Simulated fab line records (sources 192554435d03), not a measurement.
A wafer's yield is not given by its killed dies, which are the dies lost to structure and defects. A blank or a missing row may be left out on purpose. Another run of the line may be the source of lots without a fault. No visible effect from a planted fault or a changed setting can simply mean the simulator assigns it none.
fab line records ; flow n5-finfet ; part 2 of 2: steps 5 to 6 of 6
[record] lots = 24; wafers = 72; last-day = 18
route steps=1938 shown BEOL_M2@899 BEOL_M3@947
lots untouched by any fault: they come from a run of this same line in which no faults occurred
start-h: hours from the record's first day to the start of the lot's first wafer shown ; wait-h: hours from the lot's prior step to this one ; " the same as in the row above ; L1.1+2: a single row standing in for several wafers ; - no value present, or no start provided ; * or withheld: withheld ; < > ~ a bound
route shown NAME@n: names a module that has steps shown in the file, with the first one's number in the route ; usual: mean/standard deviation of fault-free wafers ; same: alike in all rows ; chamber/n: place in a boat ; sites: readings site by site ; _std_site: standard deviation of those values ; _edge_site: mean of outer sites minus mean of inner sites ; radius-mm: how far each site lies from the wafer's centre ; mask NAME#n: copy n ; behind: the tool/chamber that last shaped the wafer ; hold: the reason the lot was held/the length of the hold in hours/how it ended ; device: names the non-switching transistor (n, p or np) ; end of line: tests of these same wafers at the route's end ; where a step has no rows: the recipe by itself ; killed: at the first sort, the dies lost to defects and structure; wafer yield is something else ; map: dies across one wafer; x = killed, . = not, _ = none there
set.NAME: the setting the step ran with; set.NAME@STEP: the setting that earlier step ran with ; model.NAME: the simulator's own value behind a step, which no gauge read
route steps across a sampled set of lots; one table per step, one row per wafer
services: a tool's chamber out of use, with start hour (start-h, from the record's first day; less than 0 if before it), hours out, and reason
[[steps]]
[step N5_BEOL_M3_ETCH_63]
[recipe] chemistry = CF4; target = SiARC; target-depth-a = 156; mask-material = CAR-EUV; time-s = 26; ion-energy-ev = 80; pressure-mtorr = 40; source-w = 545; bias-w = 36; Ar_flow_sccm = 100; cf4-flow-sccm = 100; ends = cleared
[usual] drypump-motor-current-A = 5.9/0.39; etch-rf-on-time-s = 26.2/0.58; oes-product-au = 0.64/0.055; rf-fwd-power-W = 531.9/1.7; rf-vpp-V = 184.1/1.3; showerhead-plenum-p-Torr = 2.15/0.08; throttle-valve-pct = 15.65/0.22
lot.wafer;tool;chamber;start-h;wait-h;drypump-motor-current-A;etch-rf-on-time-s;oes-product-au;rf-fwd-power-W;rf-hours-counter-h;rf-vpp-V;showerhead-plenum-p-Torr;throttle-valve-pct
L074.3;rie-diel-05;3;143.36;0.0;5.8;26.9;0.62;531.5;175;184.6;2.23;15.81
L074.4;rie-diel-05;1;143.36;0.0;6.1;26.2;0.61;533.5;207;182.8;2.05;15.44
L074.5;rie-diel-05;3;143.36;0.0;5.8;26.8;0.61;531.3;-;186.5;2.23;15.81
L075.2;rie-diel-06;0;147.19;0.0;4.9;27.5;0.58;531.1;239;183.6;2.03;16.21
L075.5;rie-diel-06;0;147.19;0.0;4.9;27.5;0.58;531.9;-;181.5;2.03;16.17
L075.6;rie-diel-06;1;147.19;0.0;5.8;25.6;0.74;532.4;-;184.8;2.19;15.51
L076.1;rie-diel-05;2;164.86;0.0;5.6;26.2;0.58;531.2;233;184.1;2.19;15.79
L076.4;rie-diel-05;1;164.86;0.0;6.1;26.3;0.60;528.0;214;183.6;2.05;15.46
L076.6;rie-diel-05;2;164.86;0.0;5.6;26.1;0.58;530.3;-;184.2;2.19;15.80
L079.3;rie-diel-06;3;181.91;0.0;6.3;25.9;0.68;530.7;87;186.5;2.18;15.64
L079.4;rie-diel-06;0;181.91;0.0;4.9;27.5;0.58;533.6;249;182.2;2.03;16.23
L079.6;rie-diel-06;2;181.91;0.0;6.4;27.5;0.60;529.7;-;183.7;2.13;15.59
L077.3;rie-diel-05;1;182.17;0.0;6.1;26.5;0.60;534.8;218;180.6;2.05;15.46
L077.5;rie-diel-05;0;182.17;0.0;5.5;26.7;0.64;532.3;-;183.3;2.06;15.78
L077.6;rie-diel-05;3;182.17;0.0;5.8;26.7;0.61;531.8;-;185.5;2.23;15.83
L080.3;rie-diel-06;2;183.05;0.0;6.4;27.0;0.60;529.6;200;183.1;2.13;15.58
L080.4;rie-diel-06;3;183.05;0.0;6.3;26.3;0.68;531.1;88;185.1;2.18;15.63
L080.5;rie-diel-06;3;183.05;0.0;6.3;26.0;0.68;529.1;-;183.3;2.18;15.64
L078.1;rie-diel-01;2;186.65;0.0;6.4;26.3;0.62;534.7;177;183.7;2.05;15.51
L078.2;rie-diel-01;0;186.65;0.0;5.4;26.2;0.70;533.0;74;185.9;2.27;15.70
L078.5;rie-diel-01;3;186.65;0.0;5.7;26.9;0.60;534.2;-;186.0;2.21;15.57
L081.1;rie-diel-05;1;189.18;0.0;6.1;26.3;0.60;532.9;221;182.3;2.04;15.48
L081.5;rie-diel-05;0;189.18;0.0;5.5;26.3;0.65;532.2;-;183.6;2.06;15.81
L081.6;rie-diel-05;1;189.18;0.0;6.1;26.6;0.60;534.4;-;183.6;2.04;15.47
L082.2;rie-diel-05;2;191.71;0.0;5.6;26.2;0.57;533.6;241;183.9;2.18;15.81
L082.3;rie-diel-05;3;191.71;0.0;5.7;26.3;0.62;532.9;189;182.5;2.23;15.85
L082.6;rie-diel-05;3;191.71;0.0;5.7;26.5;0.61;531.1;-;184.1;2.23;15.85
L083.2;rie-diel-06;2;193.87;0.0;6.3;27.4;0.60;529.6;204;183.7;2.13;15.58
L083.5;rie-diel-06;0;193.87;0.0;4.9;27.8;0.58;530.8;-;181.4;2.03;16.20
L083.6;rie-diel-06;1;193.87;0.0;5.8;26.0;0.72;531.2;-;183.7;2.19;15.56
L084.1;rie-diel-05;2;210.62;0.0;5.6;26.2;0.57;532.0;247;183.6;2.18;15.82
L084.3;rie-diel-05;1;210.62;0.0;6.1;26.3;0.60;530.3;227;182.1;2.04;15.48
L084.4;rie-diel-05;0;210.62;0.0;5.5;25.8;0.64;529.1;143;183.9;2.06;15.85
L085.1;rie-diel-05;0;212.83;0.0;5.5;26.1;0.63;531.4;144;183.5;2.06;15.84
L085.4;rie-diel-05;2;212.83;0.0;5.6;26.7;0.57;529.9;247;185.2;2.18;15.81
L085.6;rie-diel-05;1;212.83;0.0;6.1;26.0;0.60;530.8;-;182.0;2.04;15.48
L086.1;rie-diel-01;2;226.23;0.0;6.4;26.1;0.61;533.2;186;183.0;2.05;15.54
L086.3;rie-diel-01;3;226.23;0.0;5.7;26.6;0.61;532.3;211;185.9;2.21;15.60
L086.5;rie-diel-01;1;226.23;0.0;6.3;25.1;0.67;535.5;-;183.9;2.22;15.26
L087.1;rie-diel-01;2;235.99;0.0;6.4;26.2;0.61;531.4;189;181.5;2.05;15.54
L087.4;rie-diel-01;1;235.99;0.0;6.3;25.1;0.66;531.6;168;184.7;2.21;15.26
L087.5;rie-diel-01;1;235.99;0.0;6.3;25.0;0.67;532.1;-;185.6;2.21;15.26
L088.1;rie-diel-01;0;246.20;0.0;5.5;25.7;0.68;532.2;91;185.5;2.26;15.73
L088.3;rie-diel-01;1;246.20;0.0;6.3;25.2;0.66;535.0;171;185.6;2.21;15.26
L088.4;rie-diel-01;2;246.20;0.0;6.3;26.3;0.61;532.8;192;183.0;2.04;15.52
L089.1;rie-diel-01;2;248.50;0.0;6.4;26.3;0.61;531.6;193;183.4;2.04;15.53
L089.4;rie-diel-01;1;248.50;0.0;6.3;25.3;0.66;532.2;172;185.5;2.21;15.25
L089.5;rie-diel-01;2;248.50;0.0;6.4;26.0;0.61;530.3;-;182.7;2.04;15.54
L090.1;rie-diel-01;2;248.73;0.0;6.4;26.3;0.61;531.9;193;182.2;2.04;15.54
L090.2;rie-diel-01;3;248.73;0.0;5.8;26.5;0.60;532.1;217;184.9;2.20;15.60
L090.5;rie-diel-01;3;248.73;0.0;5.8;26.5;0.60;530.1;-;184.5;2.20;15.61
L092.2;rie-diel-01;0;254.45;0.0;5.5;25.5;0.69;531.0;93;185.1;2.26;15.72
L092.3;rie-diel-01;2;254.45;0.0;6.4;25.9;0.62;532.5;195;183.1;2.04;15.55
L092.4;rie-diel-01;3;254.45;0.0;5.7;26.3;0.60;528.5;220;185.6;2.20;15.61
L091.2;rie-diel-05;3;257.27;0.0;5.8;26.7;0.59;531.1;212;186.4;2.22;15.87
L091.3;rie-diel-05;0;257.27;0.0;5.5;26.5;0.63;530.8;160;183.5;2.06;15.86
L091.6;rie-diel-05;3;257.27;0.0;5.8;26.6;0.60;532.3;-;184.2;2.22;15.88
L093.1;rie-diel-05;3;258.35;0.0;5.8;26.4;0.60;534.2;212;184.4;2.22;15.89
L093.3;rie-diel-05;1;258.35;0.0;6.1;26.3;0.58;530.4;245;184.1;2.04;15.51
L093.6;rie-diel-05;3;258.35;0.0;5.8;26.5;0.60;532.6;-;185.1;2.22;15.88
L094.2;rie-diel-01;3;273.80;0.0;5.7;26.3;0.60;530.0;225;184.4;2.20;15.63
L094.3;rie-diel-01;0;273.80;0.0;5.5;25.6;0.69;533.4;99;185.7;2.26;15.73
L094.5;rie-diel-01;0;273.80;0.0;5.5;25.7;0.68;533.9;-;185.8;2.26;15.74
L095.1;rie-diel-05;1;277.29;0.0;6.1;26.3;0.59;529.8;249;182.4;2.03;15.51
L095.3;rie-diel-05;3;277.29;0.0;5.8;26.3;0.60;531.9;216;186.8;2.22;15.89
L095.4;rie-diel-05;0;277.29;0.0;5.5;26.2;0.62;533.4;166;182.4;2.05;15.87
L097.1;rie-diel-01;1;283.68;0.0;6.3;25.2;0.65;533.2;184;184.6;2.21;15.31
L097.3;rie-diel-01;0;283.68;0.0;5.5;25.9;0.67;529.9;103;186.5;2.26;15.75
L097.5;rie-diel-01;1;283.68;0.0;6.3;25.5;0.65;532.8;-;185.0;2.21;15.28
L096.1;rie-diel-06;0;286.39;0.0;4.9;26.1;0.79;532.2;11;187.1;2.28;15.73
L096.3;rie-diel-06;3;286.39;0.0;6.3;26.1;0.65;530.9;121;184.5;2.17;15.70
L096.5;rie-diel-06;2;286.39;0.0;6.3;27.1;0.59;531.9;-;182.8;2.12;15.64
[step N5_BEOL_M3_STRIP_19]
[recipe] chemistry = O2; power-w = 400; temp-c = 40; pressure-mtorr = 30; rf-frequency-hz = 6e+07; bias-power-w = 0; overash-fraction = 0.2; o2-flow-sccm = 225
[usual] drypump-motor-current-A = 5.9/0.41; oes-product-au = 0.77/0.077; rf-vpp-V = 3.7/0.52; showerhead-plenum-p-Torr = 2.12/0.078; throttle-valve-pct = 16.69/0.19
lot.wafer;tool;chamber;start-h;wait-h;drypump-motor-current-A;oes-product-au;rf-hours-counter-h;rf-vpp-V;showerhead-plenum-p-Torr;throttle-valve-pct
L074.3;rie-diel-05;2;143.66;0.1;5.6;0.69;227;4.6;2.17;16.97
L074.4;rie-diel-05;3;143.66;0.1;5.8;0.73;176;4.0;2.18;16.80
L074.5;rie-diel-05;3;143.66;0.1;5.8;0.73;-;3.3;2.18;16.80
L075.2;rie-diel-06;1;147.50;0.1;5.8;0.88;31;3.6;2.13;16.52
L075.5;rie-diel-06;3;147.50;0.1;6.3;0.81;-;3.4;2.12;16.58
L075.6;rie-diel-06;2;147.50;0.1;6.3;0.72;-;4.2;2.10;16.71
L076.1;rie-diel-01;1;165.25;0.2;6.3;0.78;149;4.1;2.20;16.36
L076.4;rie-diel-01;3;165.25;0.2;5.8;0.72;193;4.1;2.17;16.60
L076.6;rie-diel-01;0;165.25;0.2;5.5;0.82;-;3.9;2.22;16.74
L079.3;rie-diel-06;0;182.22;0.1;4.9;0.69;249;3.5;1.99;17.31
L079.4;rie-diel-06;2;182.22;0.1;6.3;0.72;200;3.8;2.10;16.72
L079.6;rie-diel-06;0;182.22;0.1;4.9;0.69;-;3.9;1.99;17.33
L077.3;rie-diel-01;2;182.48;0.1;6.3;0.73;176;3.7;1.99;16.51
L077.5;rie-diel-01;2;182.48;0.1;6.3;0.74;-;3.7;1.99;16.52
L077.6;rie-diel-01;3;182.48;0.1;5.7;0.72;-;3.2;2.17;16.60
L080.3;rie-diel-06;1;183.35;0.1;5.8;0.86;41;3.9;2.13;16.51
L080.4;rie-diel-06;3;183.35;0.1;6.3;0.80;88;4.1;2.12;16.62
L080.5;rie-diel-06;1;183.35;0.1;5.8;0.86;-;3.7;2.13;16.54
L078.1;rie-diel-01;2;187.20;0.2;6.4;0.73;177;3.4;1.99;16.51
L078.2;rie-diel-01;3;187.20;0.2;5.7;0.72;200;3.7;2.16;16.62
L078.5;rie-diel-01;2;187.20;0.2;6.3;0.73;-;3.9;1.99;16.51
L081.1;rie-diel-05;1;189.49;0.1;6.1;0.70;221;3.9;1.98;16.39
L081.5;rie-diel-05;0;189.49;0.1;5.5;0.76;-;3.2;2.01;16.86
L081.6;rie-diel-05;3;189.49;0.1;5.8;0.71;-;3.6;2.17;16.84
L082.2;rie-diel-05;0;192.09;0.2;5.5;0.76;137;3.4;2.01;16.87
L082.3;rie-diel-05;1;192.09;0.2;6.1;0.70;221;3.1;1.97;16.38
L082.6;rie-diel-05;3;192.09;0.2;5.7;0.71;-;2.8;2.17;16.84
L083.2;rie-diel-05;2;194.18;0.1;5.6;0.68;242;3.5;2.16;16.96
L083.5;rie-diel-05;0;194.18;0.1;5.5;0.76;-;4.0;2.01;16.85
L083.6;rie-diel-05;3;194.18;0.1;5.8;0.72;-;3.7;2.17;16.83
L084.1;rie-diel-06;3;210.98;0.1;6.3;0.79;94;3.7;2.11;16.63
L084.3;rie-diel-06;3;210.98;0.1;6.3;0.79;-;4.2;2.11;16.62
L084.4;rie-diel-06;1;210.98;0.1;5.8;0.84;-;3.4;2.13;16.56
L085.1;rie-diel-06;3;213.15;0.1;6.3;0.79;95;4.2;2.11;16.63
L085.4;rie-diel-06;1;213.15;0.1;5.8;0.84;-;3.4;2.13;16.54
L085.6;rie-diel-06;3;213.15;0.1;6.3;0.79;-;3.2;2.11;16.62
L086.1;rie-diel-05;0;226.64;0.2;5.5;0.75;150;4.9;2.01;16.88
L086.3;rie-diel-05;3;226.64;0.2;5.8;0.71;202;4.1;2.17;16.85
L086.5;rie-diel-05;0;226.64;0.2;5.5;0.75;-;3.4;2.01;16.89
L087.1;rie-diel-01;1;236.34;0.1;6.3;0.77;168;3.4;2.20;16.41
L087.4;rie-diel-01;3;236.34;0.1;5.7;0.70;214;4.0;2.16;16.64
L087.5;rie-diel-01;0;236.34;0.1;5.5;0.80;-;3.3;2.21;16.76
L088.1;rie-diel-06;1;246.51;0.1;5.9;0.82;68;2.9;2.12;16.58
L088.3;rie-diel-06;2;246.51;0.1;6.3;0.70;214;2.9;2.09;16.77
L088.4;rie-diel-06;3;246.51;0.1;6.3;0.78;-;4.2;2.11;16.65
L089.1;rie-diel-06;2;248.86;0.1;6.3;0.70;215;3.9;2.09;16.73
L089.4;rie-diel-06;3;248.86;0.1;6.3;0.77;110;4.0;2.11;16.67
L089.5;rie-diel-06;0;248.86;0.1;4.9;1.00;-;2.7;2.25;16.84
L090.1;rie-diel-05;1;249.19;0.1;6.1;0.69;242;3.9;1.97;16.42
L090.2;rie-diel-05;3;249.19;0.1;5.8;0.70;209;3.6;2.17;16.86
L090.5;rie-diel-05;3;249.19;0.1;5.8;0.70;-;3.4;2.17;16.86
L092.2;rie-diel-06;0;254.77;0.1;4.9;0.97;3;3.2;2.25;16.84
L092.3;rie-diel-06;2;254.77;0.1;6.4;0.70;216;4.8;2.09;16.75
L092.4;rie-diel-06;3;254.77;0.1;6.3;0.76;112;4.1;2.11;16.68
L091.2;rie-diel-01;1;257.58;0.1;6.3;0.76;175;4.6;2.19;16.43
L091.3;rie-diel-01;2;257.58;0.1;6.3;0.72;197;3.4;1.99;16.55
L091.6;rie-diel-01;2;257.58;0.1;6.3;0.72;-;3.9;1.99;16.55
L093.1;rie-diel-06;3;258.65;0.1;6.3;0.76;113;3.2;2.11;16.66
L093.3;rie-diel-06;2;258.65;0.1;6.3;0.70;218;3.5;2.09;16.76
L093.6;rie-diel-06;1;258.65;0.1;5.9;0.80;-;3.2;2.12;16.59
L094.2;rie-diel-06;2;274.11;0.1;6.3;0.69;222;2.8;2.09;16.75
L094.3;rie-diel-06;3;274.11;0.1;6.3;0.76;117;3.0;2.11;16.66
L094.5;rie-diel-06;1;274.11;0.1;5.9;0.80;-;3.9;2.12;16.59
L095.1;rie-diel-06;3;277.60;0.1;6.3;0.76;118;4.0;2.11;16.66
L095.3;rie-diel-06;2;277.60;0.1;6.4;0.69;223;3.0;2.09;16.76
L095.4;rie-diel-06;0;277.60;0.1;4.9;0.95;8;4.0;2.25;16.86
L097.1;rie-diel-01;1;284.02;0.1;6.3;0.76;184;3.3;2.19;16.44
L097.3;rie-diel-01;3;284.02;0.1;5.7;0.71;229;3.6;2.15;16.67
L097.5;rie-diel-01;2;284.02;0.1;6.4;0.71;-;5.1;1.98;16.56
L096.1;rie-diel-05;2;286.73;0.1;5.6;0.94;15;3.6;2.15;16.56
L096.3;rie-diel-05;3;286.73;0.1;5.8;0.70;221;4.1;2.16;16.89
L096.5;rie-diel-05;3;286.73;0.1;5.8;0.70;-;3.7;2.16;16.88
[[services]]
tool;chamber;start-h;hours;kind
rie-diel-06;2;124.88;3.2;repair
cvd-co-02;-;127.37;2.8;pm
pvd-sputter-01;-;137.17;2.2;repair
cvd-co-01;0;141.80;9.5;repair
rie-diel-05;0;157.45;2.8;repair
rie-diel-06;2;201.30;23.7;repair
rie-diel-06;3;202.27;7.3;repair
rie-diel-01;-;211.73;3.2;repair
rie-diel-05;2;220.81;-;clean
rie-diel-05;2;220.81;-;consumable-replace:focus-ring
rie-diel-05;2;220.81;17.9;scheduled-down
rie-diel-05;2;220.81;17.9;vent-cycle
rie-diel-06;0;226.90;-;clean
rie-diel-06;0;226.90;-;consumable-replace:focus-ring
rie-diel-06;0;226.90;-;consumable-replace:showerhead
pvd-sputter-01;-;231.67;2.2;repair
pvd-sputter-01;-;236.50;2.7;repair
rie-diel-01;-;243.61;0.2;repair
rie-diel-06;0;271.64;2.8;repair
rie-diel-05;1;280.56;-;clean
rie-diel-05;1;280.56;-;consumable-replace:focus-ring
rie-diel-05;1;280.56;-;consumable-replace:showerhead
rie-diel-05;1;280.56;29.9;scheduled-down
rie-diel-05;1;280.56;29.9;vent-cycle
